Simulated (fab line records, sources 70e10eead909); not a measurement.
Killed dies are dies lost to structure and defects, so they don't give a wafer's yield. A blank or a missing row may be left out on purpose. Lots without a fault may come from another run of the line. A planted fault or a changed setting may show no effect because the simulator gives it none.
Which tool did it? | flow nand_harc | 24 lots, 72 wafers sampled, at 2 steps of a route of 1302

WHAT THE GAUGES READ, wafer by wafer
NHARC_A_CONTACT_CD_MEAS_42: target cd 300 nm. Usual: cd_nm 300.1 nm, standard deviation 0.53.
lot  | measured     | on        | cd_nm (nm)        | flag
L076 | day 22 00:18 | cd_sem-01 | 300.5 299.8 300.1 |
L074 | day 22 02:08 | cd_sem-01 | 299.5 300.0 300.3 |
L075 | day 22 09:01 | cd_sem-02 | 300.5 300.3 301.2 |
L077 | day 23 00:11 | cd_sem-01 | 300.5 300.5 300.1 |
L078 | day 23 01:10 | cd_sem-01 | 299.5 299.8 300.3 |
L079 | day 23 05:20 | cd_sem-01 | 300.1 300.8 300.5 |
L082 | day 23 19:50 | cd_sem-03 | 300.9 300.8 301.3 |
L080 | day 23 20:23 | cd_sem-02 | 299.1 299.1 299.6 |
L081 | day 23 22:26 | cd_sem-03 | 300.3 299.3 299.7 |
L083 | day 25 11:53 | cd_sem-03 | 300.2 300.4 300.3 |
L084 | day 25 23:37 | cd_sem-01 | 299.9 299.5 299.7 |
L086 | day 26 10:10 | cd_sem-01 | 299.1 299.9 299.4 |
L085 | day 26 10:43 | cd_sem-03 | 300.6 299.8 300.6 |
L087 | day 27 06:56 | cd_sem-02 | 300.4 300.0 298.8 |
L089 | day 27 17:04 | cd_sem-02 | 300.5 300.6 300.1 |
L088 | day 27 23:35 | cd_sem-03 | 299.7 299.7 299.9 |
L090 | day 29 05:49 | cd_sem-03 | 299.3 299.2 300.3 |
L091 | day 29 11:56 | cd_sem-01 | 300.5 299.6 299.3 |
L092 | day 29 14:13 | cd_sem-02 | 300.8 300.3 299.8 |
L093 | day 29 18:17 | cd_sem-01 | 300.3 299.9 300.2 |
L094 | day 29 19:44 | cd_sem-03 | 299.8 300.2 300.6 |
L095 | day 30 05:23 | cd_sem-02 | 300.4 299.8 301.3 |
L096 | day 30 06:11 | cd_sem-03 | 299.9 300.3 299.6 |
L097 | day 30 19:52 | cd_sem-03 | 299.3 299.6 299.7 |

WHICH TOOL RAN EACH LOT (tool, then ch and the chambers of the sampled wafers, then the start)
lot  | NHARC_A_CONTACT_DEP_29
L076 | pecvd-02 ch 0,2, day 21 23:46
L074 | pecvd-01 ch 0,1,2, day 22 01:25
L075 | pecvd-02 ch 0,2, day 22 08:27
L077 | pecvd-01 ch 1,2, day 22 23:39
L078 | pecvd-02 ch 0,1,2, day 23 00:30
L079 | pecvd-01 ch 0,1,2, day 23 04:44
L082 | pecvd-02 ch 0,2, day 23 19:07
L080 | pecvd-04 ch 1,2, day 23 19:40
L081 | pecvd-04 ch 0,2, day 23 21:44
L083 | pecvd-04 ch 0,2, day 25 11:17
L084 | pecvd-04 ch 0,1,2, day 25 22:53
L086 | pecvd-04 ch 0,1, day 26 09:28
L085 | pecvd-04 ch 0,2, day 26 09:59
L087 | pecvd-01 ch 0,1, day 27 06:13
L089 | pecvd-01 ch 0,1,2, day 27 16:23
L088 | pecvd-01 ch 1,2, day 27 22:46
L090 | pecvd-04 ch 0,1,2, day 29 05:13
L091 | pecvd-02 ch 0,1,2, day 29 11:20
L092 | pecvd-04 ch 0,1,2, day 29 13:34
L093 | pecvd-04 ch 1,2, day 29 17:33
L094 | pecvd-02 ch 0,2, day 29 19:02
L095 | pecvd-01 ch 0,1,2, day 30 04:47
L096 | pecvd-04 ch 0,2, day 30 05:29
L097 | pecvd-04 ch 0,1,2, day 30 19:10
- NHARC_A_CONTACT_DEP_29: deposits SiON, target thk 100 nm.

WHAT THE TOOLS THEMSELVES READ (means of the sampled wafers that have a number; where no wafer has one, the mark that the record gives instead)
NHARC_A_CONTACT_DEP_29. Usual: heater_power_w 738 W, standard deviation 66.
lot  | tool     | heater_power_w (W) | flag
L076 | pecvd-02 | 792                |
L074 | pecvd-01 | 728                |
L075 | pecvd-02 | 785                |
L077 | pecvd-01 | 731                |
L078 | pecvd-02 | 755                |
L079 | pecvd-01 | 784                |
L082 | pecvd-02 | 818                |
L080 | pecvd-04 | 738                |
L081 | pecvd-04 | 716                |
L083 | pecvd-04 | 670                |
L084 | pecvd-04 | 707                |
L086 | pecvd-04 | 748                |
L085 | pecvd-04 | 645                |
L087 | pecvd-01 | 760                |
L089 | pecvd-01 | 750                |
L088 | pecvd-01 | 745                |
L090 | pecvd-04 | 721                |
L091 | pecvd-02 | 764                |
L092 | pecvd-04 | 719                |
L093 | pecvd-04 | 667                |
L094 | pecvd-02 | 762                |
L095 | pecvd-01 | 773                |
L096 | pecvd-04 | 704                |
L097 | pecvd-04 | 698                |

THE ANSWER, worked out from the rows above alone
Rule: a lot is off if the mean of its wafers that have a number lies more than 3 standard deviations from the usual mean. A lot without any number at a reading at which 4 lots or more have one is off too. The other lots that the step has rows for count as sound. The gauges are gone through in route order, then the tools' own readings, and for those a lot's mean is taken as printed above. The first step at which some lot is off is used, and at that step the reading that is off furthest; a lot without a number counts as furthest.
No lot is off at any reading shown: from this, nothing can be told.

WHAT THE SIMULATOR HAD PUT IN
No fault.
